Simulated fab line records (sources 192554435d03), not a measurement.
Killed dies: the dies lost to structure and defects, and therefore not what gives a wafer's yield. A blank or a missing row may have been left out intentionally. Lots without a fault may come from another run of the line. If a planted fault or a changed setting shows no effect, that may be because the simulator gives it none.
fab line records ; flow n5-finfet
record: lots: 10; wafers: 27; last-day: 17
route steps=1938 shown BEOL_M4@1111 BEOL_M9@1443 TV_LITHO@1885 PASSIVATION@1905 END@1938
lots that met no fault: taken from a fault-free run of the same line
start-h: hours from the record's first day to the start of the lot's first wafer shown ; wait-h: hours elapsed since this lot's preceding step ; " the same as in the row above ; L1.1+2: several wafers, shown together as one row ; - no value present, or no start provided ; * or withheld: withheld ; < > ~ a bound
route shown NAME@n: NAME is a module with steps in the file, n the number in the route of the first one ; usual: the fault-free wafers' mean and standard deviation ; same: alike in all rows ; chamber/n: place in a boat ; sites: per-site readings ; _std_site: their standard deviation ; _edge_site: mean of outer sites minus mean of inner sites ; radius-mm: how far each site lies from the wafer's centre ; mask NAME#n: copy n ; behind: the most recent tool/chamber to have shaped the wafer ; hold: cause of the lot's hold/its duration in hours/its outcome ; device: transistor that didn't switch, given as n, p or np ; end of line: the same wafers' tests at the end of the route ; a step without rows: its recipe alone ; killed: dies that structure and defects cost at the first sort, which is not the same as the wafer's yield ; map: dies across one wafer; x = killed, . = not, _ = none there
set.NAME: the setting as run; set.NAME@STEP: as run at that earlier step ; model.NAME: the simulator's own value behind a step, which no gauge read
route steps across a sampled set of lots; one table per step, one row per wafer
services: when a tool's chamber went out of use (start-h, in hours from the record's first day, below 0 if earlier), for how many hours, and the reason
== steps ==
step: N5_BEOL_M4_RC_MEAS_101
usual: DIBL_N: 36.3/1.4; DIBL_P: 35.7/1.5; IOFF_N: 0.155/0.022; IOFF_P: 0.204/0.027; ION_N: 671/9; ION_P: 459/6.2; SS_N: 71.5/0.54; SS_P: 73.1/0.56; VT_N: 250.2/2.6; VT_P: -251/3.3
lot.wafer;tool;chamber;start-h;wait-h;DIBL_N[mV/V];DIBL_P[mV/V];IOFF_N[nA/um];IOFF_P[nA/um];ION_N[uA/um];ION_P[uA/um];SS_N[mV/dec];SS_P[mV/dec];VT_N[mV];VT_P[mV]
L605.3;prober-02;0;183.83;0.3;37.2;36.6;0.163;0.231;675;466;71.6;73.9;247.0;-247
L605.4;prober-02;0;183.83;0.3;35.4;34.2;0.129;0.187;664;461;70.4;73.0;253.1;-248
L605.5;prober-02;0;183.83;0.3;34.5;32.8;0.117;0.180;659;458;70.5;72.1;252.6;-250
L604.3;prober-01;0;185.35;0.3;35.6;34.2;0.157;0.207;673;457;71.9;72.7;246.0;-248
L604.5;prober-01;0;185.35;0.3;34.3;33.4;0.136;0.192;661;461;71.4;72.6;249.0;-249
L604.6;prober-01;0;185.35;0.3;35.9;34.4;0.157;0.203;664;457;71.1;72.8;248.9;-250
L606.2;prober-01;0;186.80;0.2;35.3;35.6;0.162;0.216;677;466;71.7;73.3;247.9;-248
L606.4;prober-01;0;186.80;0.2;35.4;35.4;0.156;0.221;663;462;71.7;73.4;249.2;-249
L606.5;prober-01;0;186.80;0.2;34.2;33.7;0.144;0.187;671;457;70.8;72.3;250.9;-251
L611.1;prober-01;0;212.61;0.0;35.3;35.5;0.133;0.177;677;462;70.9;72.4;253.2;-255
L611.3;prober-01;0;212.61;0.0;36.1;35.9;0.149;0.185;661;451;71.3;73.4;251.9;-255
L611.6;prober-01;0;212.61;0.0;36.7;35.6;0.151;0.174;668;447;71.6;72.5;252.9;-258
L612.1;prober-02;0;226.85;0.0;36.4;36.7;0.169;0.245;676;467;71.6;73.9;246.8;-246
L612.4;prober-02;0;226.85;0.0;34.9;36.1;0.154;0.230;679;466;71.5;73.3;247.3;-245
L612.6;prober-02;0;226.85;0.0;34.9;34.9;0.147;0.223;675;468;71.6;72.8;252.1;-246
L613.1;prober-01;0;232.23;0.0;34.8;33.3;0.128;0.189;669;468;72.3;73.1;252.8;-247
L613.3;prober-01;0;232.23;0.0;36.0;35.0;0.153;0.218;679;465;71.9;72.9;248.1;-248
L613.4;prober-01;0;232.23;0.0;36.4;35.6;0.152;0.225;662;464;71.5;72.9;250.0;-247
L617.2;prober-01;0;247.77;0.2;35.8;33.7;0.151;0.171;668;451;72.0;73.8;252.2;-260
L617.3;prober-01;0;247.77;0.2;36.0;34.3;0.158;0.180;682;462;70.8;73.5;250.4;-255
L618.4;prober-01;0;253.56;0.5;36.8;34.0;0.151;0.169;666;454;71.4;72.9;248.8;-257
L618.6;prober-01;0;253.56;0.5;35.6;33.8;0.136;0.166;671;457;71.4;73.1;252.2;-256
L616.2;prober-01;0;256.94;0.2;35.5;37.0;0.149;0.189;677;458;71.5;73.8;249.4;-251
L616.4;prober-01;0;256.94;0.2;35.8;36.9;0.160;0.193;672;457;71.5;72.9;250.1;-254
L624.1;prober-01;0;293.64;0.0;36.0;35.2;0.143;0.185;674;459;71.3;72.9;252.5;-254
L624.2;prober-01;0;293.64;0.0;34.7;33.2;0.120;0.159;655;450;72.0;72.7;253.5;-254
L624.6;prober-01;0;293.64;0.0;37.8;37.7;0.188;0.224;682;464;71.5;73.9;245.5;-251
step: N5_BEOL_M9_VIA_ETCH_34
recipe: chemistry: C4F6/O2; target: SiCOH_lowk; target-depth-a: 1824; mask-material: SOC; taper-deg: 4; time-s: 68.4; ion-energy-ev: 250; pressure-mtorr: 30; source-w: 345; bias-w: 185; Ar_flow_sccm: 300; C4F6_flow_sccm: 10; O2_flow_sccm: 10
usual: C4F6_flow_sccm: 9.998/0.026; drypump-motor-current-A: 5.84/0.27; oes-product-au: 0.80/0.094; rf-fwd-power-W: 342.1/1.4; rf-vpp-V: 668/5.2; showerhead-plenum-p-Torr: 2.85/0.081; throttle-valve-pct: 20.96/0.27
lot.wafer;tool;chamber;start-h;wait-h;C4F6_flow_sccm;drypump-motor-current-A;oes-product-au;rf-fwd-power-W;rf-hours-counter-h;rf-vpp-V;showerhead-plenum-p-Torr;throttle-valve-pct
L605.3;rie-diel-04;3;221.56;0.0;10.034;5.49;0.72;338.6;224;660;2.82;21.16
L605.4;rie-diel-04;1;221.56;0.0;10.005;6.29;0.92;344.5;31;668;3.02;21.02
L605.5;rie-diel-04;0;221.56;0.0;9.970;5.83;0.76;342.4;-;667;2.94;21.19
L604.3;rie-diel-02;0;225.84;0.0;10.050;6.09;0.74;340.7;172;668;2.84;21.19
L604.5;rie-diel-02;2;225.84;0.0;9.965;5.32;0.77;345.6;-;662;2.74;20.73
L604.6;rie-diel-02;0;225.84;0.0;10.065;6.09;0.75;341.7;-;667;2.84;21.18
L606.2;rie-diel-06;2;228.34;0.0;9.968;5.79;0.73;341.2;195;673;2.94;21.08
L606.4;rie-diel-06;0;228.34;0.0;9.999;5.84;0.68;343.3;-;670;2.91;21.27
L606.5;rie-diel-06;2;228.34;0.0;9.990;5.76;0.73;340.4;-;672;2.94;21.07
L611.1;rie-diel-06;1;258.46;0.0;10.003;5.95;0.97;340.8;7;679;2.91;20.56
L611.3;rie-diel-06;3;258.46;0.0;10.024;6.14;0.79;343.4;108;671;2.75;21.06
L611.6;rie-diel-06;3;258.46;0.0;9.974;6.16;0.78;342.9;-;672;2.75;21.06
L612.1;rie-diel-06;2;272.26;0.0;10.009;5.78;0.72;340.3;210;673;2.94;21.10
L612.4;rie-diel-06;0;272.26;0.0;10.000;5.87;0.95;344.8;5;671;2.91;20.93
L612.6;rie-diel-06;1;272.26;0.0;9.985;5.98;0.95;340.6;-;678;2.91;20.56
L613.1;rie-diel-06;0;275.67;0.0;9.956;5.81;0.94;343.5;6;670;2.90;20.93
L613.3;rie-diel-06;3;275.67;0.0;10.019;6.14;0.78;342.7;113;671;2.75;21.08
L613.4;rie-diel-06;1;275.67;0.0;9.981;5.97;0.95;340.8;11;678;2.91;20.55
L617.2;rie-diel-06;2;294.95;0.0;10.008;5.75;0.61;342.6;221;674;2.93;21.08
L617.3;rie-diel-06;0;294.95;0.0;10.004;5.81;0.90;343.9;16;669;2.90;20.94
L618.4;rie-diel-06;2;297.91;0.0;9.985;5.78;0.62;341.2;223;672;2.93;21.08
L618.6;rie-diel-06;3;297.91;0.0;9.992;6.14;0.77;342.6;-;672;2.75;21.09
L616.2;rie-diel-06;0;301.80;0.0;10.006;5.84;0.78;344.5;19;671;2.90;20.91
L616.4;rie-diel-06;1;301.80;0.0;9.960;5.97;0.79;339.8;24;678;2.90;20.55
L624.1;rie-diel-04;3;335.82;0.0;9.965;5.46;0.70;341.4;249;660;2.80;21.20
L624.2;rie-diel-04;0;335.82;0.0;9.996;5.83;0.73;343.0;191;667;2.93;21.25
L624.6;rie-diel-04;1;335.82;0.0;9.995;6.27;0.88;343.4;-;668;3.00;21.04
step: N5_PASSIVATION_INSPECT_61
recipe: mode: adi; inspect-instrument: macro
usual: raw-defect-count: 2.1/1.3
lot.wafer;tool;chamber;start-h;wait-h;raw-defect-count
L604.3;defect-inspect-02;-;282.77;0.0;1
L604.5;defect-inspect-02;-;282.77;0.0;4
L604.6;defect-inspect-02;-;282.77;0.0;2
L605.3;defect-inspect-01;-;289.01;0.0;1
L605.4;defect-inspect-01;-;289.01;0.0;2
L605.5;defect-inspect-01;-;289.01;0.0;3
L606.2;defect-inspect-02;-;289.51;0.0;4
L606.4;defect-inspect-02;-;289.51;0.0;2
L606.5;defect-inspect-02;-;289.51;0.0;2
L611.1;defect-inspect-02;-;313.28;0.0;3
L611.3;defect-inspect-02;-;313.28;0.0;1
L611.6;defect-inspect-02;-;313.28;0.0;0
L612.1;defect-inspect-02;-;319.83;0.0;3
L612.4;defect-inspect-02;-;319.83;0.0;4
L612.6;defect-inspect-02;-;319.83;0.0;1
L613.1;defect-inspect-01;-;325.74;0.0;3
L613.3;defect-inspect-01;-;325.74;0.0;1
L613.4;defect-inspect-01;-;325.74;0.0;2
L618.4;defect-inspect-01;-;341.17;0.0;1
L618.6;defect-inspect-01;-;341.17;0.0;3
L617.2;defect-inspect-01;-;349.29;0.0;1
L617.3;defect-inspect-01;-;349.29;0.0;2
L616.4;defect-inspect-02;-;354.31;0.0;2
L624.1;defect-inspect-01;-;393.42;0.0;1
L624.2;defect-inspect-01;-;393.42;0.0;1
L624.6;defect-inspect-01;-;393.42;0.0;3
step: N5_PASSIVATION_CD_MEAS_30
recipe: target-cd-nm: 4000; landing-energy-ev: 500; detector: se-inlens; polarity: opening
usual: cd-nm: 3999.4/1.2
lot.wafer;tool;chamber;start-h;wait-h;cd-nm
L604.3;cd-sem-02;0;286.22;-;3999.4
L604.5;cd-sem-02;0;286.22;-;4001.1
L604.6;cd-sem-02;0;286.22;-;4000.2
L605.3;cd-sem-01;0;290.85;-;3996.3
L605.4;cd-sem-01;0;290.85;-;3994.9
L605.5;cd-sem-01;0;290.85;-;3997.4
L606.2;cd-sem-03;0;291.35;-;4000.4
L606.4;cd-sem-03;0;291.35;-;3999.3
L606.5;cd-sem-03;0;291.35;-;3998.6
L611.1;cd-sem-03;0;314.76;-;4000.4
L611.3;cd-sem-03;0;314.76;-;4000.3
L611.6;cd-sem-03;0;314.76;-;3999.3
L612.1;cd-sem-02;0;321.20;-;3999.5
L612.4;cd-sem-02;0;321.20;-;4000.8
L612.6;cd-sem-02;0;321.20;-;4001.8
L613.1;cd-sem-02;0;327.33;-;3999.2
L613.3;cd-sem-02;0;327.33;-;3998.8
L613.4;cd-sem-02;0;327.33;-;3997.3
L618.4;cd-sem-02;0;342.98;-;4000.8
L618.6;cd-sem-02;0;342.98;-;4000.4
L617.2;cd-sem-02;0;350.74;-;3997.6
L617.3;cd-sem-02;0;350.74;-;3999.3
L616.4;cd-sem-02;0;356.54;-;3999.7
L624.1;cd-sem-03;0;396.20;-;3999.2
L624.2;cd-sem-03;0;396.20;-;4001.3
L624.6;cd-sem-03;0;396.20;-;3999.6
step: N5_PASSIVATION_PROBE_49
usual: defect-limited-yield: 91.0/1.5; killed_at_M0_to_M3: 36/12; killed_at_M4_up: 14/5.5; killed-at-contacts: 11/4.8; killed-at-front-end: 42/12; killed-at-other: 3.7/2.7; killed-dies: 106/18; killed-on-rim: 13/4.5; killed-open: 70/13; killed-short: 35/8.2; sort_bin_5_function: 5.3/1; sort_bin_6_memory: 3.3/0.69; sort_bin_8_speed: 0.00/0.007; sort-n-pass: 1074/18; sort-yield-pct: 91.0/1.5
same: gross-dies: 1180; killed-at-back-side: 0; sort_bin_4_leakage[%]: 0
lot.wafer;tool;chamber;start-h;wait-h;defect-limited-yield[%];killed_at_M0_to_M3;killed_at_M4_up;killed-at-contacts;killed-at-front-end;killed-at-other;killed-dies;killed-on-rim;killed-open;killed-short;sort_bin_5_function[%];sort_bin_6_memory[%];sort_bin_8_speed[%];sort-n-pass;sort-yield-pct[%]
L604.3;prober-02;-;291.54;0.1;91.9;21;24;13;36;2;96;10;59;33;4.8;3.0;0;1084;91.9
L604.5;prober-02;-;291.64;0.2;90.4;38;13;13;49;0;113;16;74;38;5.5;3.6;0;1067;90.4
L604.6;prober-02;-;291.69;0.3;92.7;23;20;11;30;2;86;9;61;24;4.3;2.7;0;1094;92.7
L618.4;prober-01;-;348.74;0.2;46.8;60;504;8;53;3;628;65;80;56;49.1;3.5;0;552;46.8
L618.6;prober-01;-;348.84;0.3;91.4;45;7;14;34;2;102;9;64;37;5.8;2.5;0;1078;91.4
L617.2;prober-01;-;355.95;0.1;51.2;27;479;13;55;2;576;56;73;30;45.5;3.1;0;604;51.2
L617.3;prober-01;-;356.00;0.1;90.9;43;9;10;40;5;107;3;72;34;5.6;3.0;0;1073;90.9
L616.2;prober-01;-;361.68;0.1;41.5;37;619;8;22;4;690;149;60;22;56.4;1.9;0;490;41.5
L616.4;prober-01;-;361.78;0.2;72.9;32;231;26;30;1;320;14;71;27;23.7;2.9;0.08;860;72.9
killed by level:class
L604.3 BEOL_M4:geometric-particle:open=12 MOL_CONTACT_COAG:geometric-particle:open=11 FIN_SAQP:geometric-particle:short=10 BEOL_M0_SAQP:geometric-particle:open=7 FIN_SAQP:geometric-particle:open=6 BEOL_M0_SAQP:geometric-particle:short=6 DUMMY_GATE:geometric-particle:open=5 STI_FIN_REVEAL:geometric-particle:open=3
L604.5 FIN_SAQP:geometric-particle:open=15 BEOL_M1:geometric-particle:open=12 FIN_SAQP:geometric-particle:short=11 MOL_CONTACT_COAG:geometric-particle:open=11 BEOL_M0_SAQP:geometric-particle:short=10 BEOL_M0_SAQP:geometric-particle:open=6 BEOL_M2:geometric-particle:open=5 BEOL_M4:geometric-particle:open=5
L604.6 BEOL_M4:geometric-particle:open=12 MOL_CONTACT_COAG:geometric-particle:open=10 BEOL_M1:geometric-particle:open=7 BEOL_M0_SAQP:geometric-particle:open=6 STI_FIN_REVEAL:geometric-particle:open=5 BEOL_M0_SAQP:geometric-particle:short=5 FIN_SAQP:geometric-particle:open=4 DUMMY_GATE:geometric-particle:open=4
L618.4 BEOL_M9:area-etch=490 BEOL_M0_SAQP:geometric-particle:short=14 BEOL_M1:geometric-particle:open=12 FIN_SAQP:geometric-particle:short=10 STI_FIN_REVEAL:geometric-particle:open=10 BEOL_M0_SAQP:geometric-particle:open=10 MOL_CONTACT_COAG:geometric-particle:open=7 BEOL_M1:geometric-particle:short=7
L618.6 MOL_CONTACT_COAG:geometric-particle:open=11 BEOL_M2:geometric-particle:open=11 FIN_SAQP:geometric-particle:short=8 BEOL_M0_SAQP:geometric-particle:open=8 BEOL_M0_SAQP:geometric-particle:short=8 STI_FIN_REVEAL:geometric-particle:open=6 BEOL_M2:geometric-particle:short=6 BEOL_M3:geometric-particle:open=6
L617.2 BEOL_M9:area-etch=472 DUMMY_GATE:geometric-particle:open=18 MOL_CONTACT_COAG:geometric-particle:open=10 STI_FIN_REVEAL:geometric-particle:open=9 FIN_SAQP:geometric-particle:open=7 STARTING-WAFER:geometric-particle:short=7 BEOL_M2:geometric-particle:open=6 BEOL_M0_SAQP:geometric-particle:short=5
L617.3 STI_FIN_REVEAL:geometric-particle:open=12 BEOL_M2:geometric-particle:open=9 BEOL_M0_SAQP:geometric-particle:open=8 FIN_SAQP:geometric-particle:open=6 MOL_CONTACT_COAG:geometric-particle:open=6 BEOL_M0_SAQP:geometric-particle:short=6 BEOL_M1:geometric-particle:open=6 DUMMY_GATE:geometric-particle:open=4
L616.2 BEOL_M9:area-etch=606 BEOL_M3:geometric-particle:open=21 BEOL_M4:geometric-particle:open=7 MOL_CONTACT_COAG:geometric-particle:open=5 STARTING-WAFER:geometric-particle:open=5 FIN_SAQP:geometric-particle:open=3 STI_FIN_REVEAL:geometric-particle:open=3 DUMMY_GATE:geometric-particle:open=3
L616.4 BEOL_M9:area-etch=218 MOL_CONTACT_COAG:geometric-particle:open=20 BEOL_M3:geometric-particle:open=10 BEOL_M1:geometric-particle:open=7 BEOL_M4:geometric-particle:open=7 FIN_SAQP:geometric-particle:short=6 MOL_CONTACT_COAG:geometric-particle:short=6 BEOL_M0_SAQP:geometric-particle:open=6
step: N5_PASSIVATION_INSPECT_57
recipe: inspect-instrument: macro; mode: outgoing
usual: raw-defect-count: 1.9/1.5
lot.wafer;tool;chamber;start-h;wait-h;raw-defect-count
L604.3;defect-inspect-02;-;291.79;0.0;2
L604.5;defect-inspect-02;-;291.79;0.0;3
L604.6;defect-inspect-02;-;291.79;0.0;2
L605.3;defect-inspect-02;-;297.38;0.0;1
L605.4;defect-inspect-02;-;297.38;0.0;2
L605.5;defect-inspect-02;-;297.38;0.0;1
L606.2;defect-inspect-01;-;297.65;0.0;2
L606.4;defect-inspect-01;-;297.65;0.0;1
L606.5;defect-inspect-01;-;297.65;0.0;0
L611.1;defect-inspect-01;-;320.33;0.0;1
L611.3;defect-inspect-01;-;320.33;0.0;1
L611.6;defect-inspect-01;-;320.33;0.0;2
L612.1;defect-inspect-02;-;326.86;0.0;2
L612.4;defect-inspect-02;-;326.86;0.0;2
L612.6;defect-inspect-02;-;326.86;0.0;1
L613.1;defect-inspect-02;-;333.08;0.0;2
L613.3;defect-inspect-02;-;333.08;0.0;1
L613.4;defect-inspect-02;-;333.08;0.0;1
L618.4;defect-inspect-01;-;348.95;0.0;2
L618.6;defect-inspect-01;-;348.95;0.0;2
L617.2;defect-inspect-02;-;356.26;0.0;2
L617.3;defect-inspect-02;-;356.26;0.0;0
L616.4;defect-inspect-01;-;361.99;0.0;2
L624.1;defect-inspect-01;-;401.60;0.0;4
L624.2;defect-inspect-01;-;401.60;0.0;4
L624.6;defect-inspect-01;-;401.60;0.0;2
== services ==
tool;chamber;start-h;hours;kind
rie-diel-02;3;220.00;-;clean
rie-diel-02;3;220.00;-;consumable-replace:focus-ring
rie-diel-02;3;220.00;18.5;scheduled-down
rie-diel-02;3;220.00;18.5;vent-cycle
rie-diel-06;1;227.30;-;clean
rie-diel-06;1;227.30;-;consumable-replace:focus-ring
rie-diel-06;1;227.30;12.9;scheduled-down
rie-diel-06;1;227.30;12.9;vent-cycle
rie-diel-02;3;240.04;7.0;repair
rie-diel-06;0;240.32;-;clean
rie-diel-06;0;240.32;-;consumable-replace:focus-ring
rie-diel-06;0;240.32;11.9;scheduled-down
rie-diel-06;0;240.32;11.9;vent-cycle
rie-diel-04;3;256.08;4.6;repair
rie-diel-04;-;270.47;28.1;pm
rie-diel-02;3;286.50;12.4;repair
rie-diel-02;1;298.96;-;clean
rie-diel-02;1;298.96;-;consumable-replace:focus-ring
rie-diel-02;1;298.96;24.0;scheduled-down
rie-diel-02;1;298.96;24.0;vent-cycle
rie-diel-04;2;300.05;8.2;repair
rie-diel-06;2;315.03;5.0;repair
rie-diel-04;2;334.34;3.7;repair
== key ==
first-sign: step: N5_PASSIVATION_PROBE_49; reading: killed_at_M4_up; direction: up; sigmas: 80; usual: 14; struck: 458
effect: step: N5_PASSIVATION_PROBE_49; reading: sort_bin_5_function; direction: up; sigmas: 37; usual: 5.3; struck: 43.7
more-kills-born-at: N5_BEOL_M9_VIA_ETCH_34@rie-diel-06: 1786
met-at N5_BEOL_M9_VIA_ETCH_34
struck-lots L616,L617,L618
struck-wafers L616.2,L616.4,L617.2,L618.4
later-rows-left-out L616.2
not-acting-at N5_PASSIVATION_INSPECT_61,N5_PASSIVATION_CD_MEAS_30,N5_PASSIVATION_INSPECT_57
onset-between 275.67 294.95
fault: kind: process-parameter-drift; tool: rie-diel-06; chamber: -; onset-h: 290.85; steps: N5_BEOL_M9_VIA_ETCH_34; channel: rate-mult; offset: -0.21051; shape: step; end-h: 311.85; scope: struck-wafers-only
later-rows-left-out: the simulator's readings of these wafers behind a module that went badly wrong aren't trusted and aren't shown, but for the sort
